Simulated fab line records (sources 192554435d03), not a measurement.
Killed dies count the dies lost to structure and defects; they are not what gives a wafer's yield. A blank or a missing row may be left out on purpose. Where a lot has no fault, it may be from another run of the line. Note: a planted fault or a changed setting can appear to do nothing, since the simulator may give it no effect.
Split-lot study :: flow n5Finfet :: on a route of 1938 steps: 7 lots, 21 wafers read

THE SPLIT ITSELF
At N5_BEOL_M11_VIA_ETCH_34 (etches SiCOH lowk in C4F6/O2, target depth 184.5 nm, time 69.2 s), the setting sourceW was moved away from the recipe's 345 W on 9 of the 21 wafers read, by -10.7% to +14.1%. This setting was run at the recipe's value on the other wafers.

The split's own step is where the reading is taken.

THE READING
rfVppV, in V, at N5_BEOL_M11_VIA_ETCH_34 (etches SiCOH lowk in C4F6/O2, target depth 184.5 nm, time 69.2 s). A value of 662 V with a standard deviation of 4.2 V is what fault-free wafers of this fab line usually give.

wafer: L079.1
tool, chamber at the split: rieDiel-06, 2
sourceW as run, W: 345
against the recipe: recipe
rfVppV, V: 667
against lot-mates on the recipe: -

wafer: L079.2
tool, chamber at the split: rieDiel-06, 3
sourceW as run, W: 345
against the recipe: recipe
rfVppV, V: 657
against lot-mates on the recipe: -

wafer: L079.5
tool, chamber at the split: rieDiel-06, 1
sourceW as run, W: 345
against the recipe: recipe
rfVppV, V: 664
against lot-mates on the recipe: -

wafer: L081.1
tool, chamber at the split: rieDiel-02, 1
sourceW as run, W: 345
against the recipe: recipe
rfVppV, V: 658
against lot-mates on the recipe: -

wafer: L081.4
tool, chamber at the split: rieDiel-02, 0
sourceW as run, W: 345
against the recipe: recipe
rfVppV, V: 658
against lot-mates on the recipe: -

wafer: L081.5
tool, chamber at the split: rieDiel-02, 0
sourceW as run, W: 345
against the recipe: recipe
rfVppV, V: 659
against lot-mates on the recipe: -

wafer: L082.2
tool, chamber at the split: rieDiel-02, 3
sourceW as run, W: 323.4
against the recipe: -6.3%
rfVppV, V: 690
against lot-mates on the recipe: +31

wafer: L082.4
tool, chamber at the split: rieDiel-02, 0
sourceW as run, W: 323.4
against the recipe: -6.3%
rfVppV, V: 681
against lot-mates on the recipe: +22

wafer: L082.5
tool, chamber at the split: rieDiel-02, 1
sourceW as run, W: 345
against the recipe: recipe
rfVppV, V: 659
against lot-mates on the recipe: -

wafer: L086.1
tool, chamber at the split: rieDiel-05, 2
sourceW as run, W: 345
against the recipe: recipe
rfVppV, V: 668
against lot-mates on the recipe: -

wafer: L086.5
tool, chamber at the split: rieDiel-05, 0
sourceW as run, W: 308.1
against the recipe: -10.7%
rfVppV, V: 707
against lot-mates on the recipe: +39

wafer: L086.6
tool, chamber at the split: rieDiel-05, 1
sourceW as run, W: 308.1
against the recipe: -10.7%
rfVppV, V: 696
against lot-mates on the recipe: +28

wafer: L087.1
tool, chamber at the split: rieDiel-02, 3
sourceW as run, W: 345
against the recipe: recipe
rfVppV, V: 666
against lot-mates on the recipe: -

wafer: L087.2
tool, chamber at the split: rieDiel-02, 1
sourceW as run, W: 381.1
against the recipe: +10.5%
rfVppV, V: 625
against lot-mates on the recipe: -41

wafer: L087.5
tool, chamber at the split: rieDiel-02, 1
sourceW as run, W: 381.1
against the recipe: +10.5%
rfVppV, V: 625
against lot-mates on the recipe: -41

wafer: L090.1
tool, chamber at the split: rieDiel-06, 3
sourceW as run, W: 393.8
against the recipe: +14.1%
rfVppV, V: 613
against lot-mates on the recipe: -49

wafer: L090.5
tool, chamber at the split: rieDiel-06, 2
sourceW as run, W: 345
against the recipe: recipe
rfVppV, V: 667
against lot-mates on the recipe: -

wafer: L090.6
tool, chamber at the split: rieDiel-06, 3
sourceW as run, W: 345
against the recipe: recipe
rfVppV, V: 657
against lot-mates on the recipe: -

wafer: L096.2
tool, chamber at the split: rieDiel-02, 3
sourceW as run, W: 386.8
against the recipe: +12.1%
rfVppV, V: 629
against lot-mates on the recipe: -29

wafer: L096.5
tool, chamber at the split: rieDiel-02, 0
sourceW as run, W: 386.8
against the recipe: +12.1%
rfVppV, V: 620
against lot-mates on the recipe: -38

wafer: L096.6
tool, chamber at the split: rieDiel-02, 1
sourceW as run, W: 345
against the recipe: recipe
rfVppV, V: 658
against lot-mates on the recipe: -

THE FIT
A straight line over all 21 wafers: rfVppV changes by -3.46 V for each +1% of sourceW; r = -0.98; the points scatter about the line by 4.7 V.
The same after taking each lot's own level away (the mean of its wafers on the recipe; 21 wafers): -3.35 V for each +1%; r = -0.98; scatter 5.1 V.
According to that fit, moving sourceW by its largest amount changes the reading by 47 V.
The lots' own levels span 658.0 to 668.0 V, that is 2.4 times the standard deviation above.
Hence the lot-to-lot level has little effect on the slope; both slopes agree.
Check: with one of the wafers moved furthest among these (+14.1%) left out of the fit, the line predicts -46.6 V for it against its lot-mates. Against them it came out at -49 V.
Tool readings at the split's step, against how far the setting was moved: rfVppV r = -0.98.

OTHER SPLITS ON THESE WAFERS
Before the reading, these wafers also passed through other splits. Each is held against what the fit with the lots' levels taken away leaves over:
other split on the same wafers: N5_BEOL_M5_COAT_05 spinRpm
wafers away from the commonest value: 7
r with rfVppV (lot level and that fit taken away): +0.31

other split on the same wafers: N5_BEOL_M5_ETCH_72 biasW
wafers away from the commonest value: 6
r with rfVppV (lot level and that fit taken away): -0.28

other split on the same wafers: N5_BEOL_M5_TRENCH_ETCH_37 biasW
wafers away from the commonest value: 7
r with rfVppV (lot level and that fit taken away): -0.26

other split on the same wafers: N5_BEOL_M5_ETCH_41 sourceW
wafers away from the commonest value: 6
r with rfVppV (lot level and that fit taken away): +0.18

other split on the same wafers: N5_BEOL_M7_COAT_05 spinRpm
wafers away from the commonest value: 5
r with rfVppV (lot level and that fit taken away): -0.24

other split on the same wafers: N5_BEOL_M8_COAT_59 spinRpm
wafers away from the commonest value: 6
r with rfVppV (lot level and that fit taken away): -0.15

other split on the same wafers: N5_BEOL_M8_TRENCH_ETCH_37 biasW
wafers away from the commonest value: 6
r with rfVppV (lot level and that fit taken away): -0.22

other split on the same wafers: N5_BEOL_M9_ETCH_66 timeS
wafers away from the commonest value: 3
r with rfVppV (lot level and that fit taken away): -0.04

other split on the same wafers: N5_BEOL_M10_COAT_22 spinRpm
wafers away from the commonest value: 6
r with rfVppV (lot level and that fit taken away): -0.27

FILE'S OWN FIT
rfVppV changes by -3.36 V for each +1% of sourceW, r = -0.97.
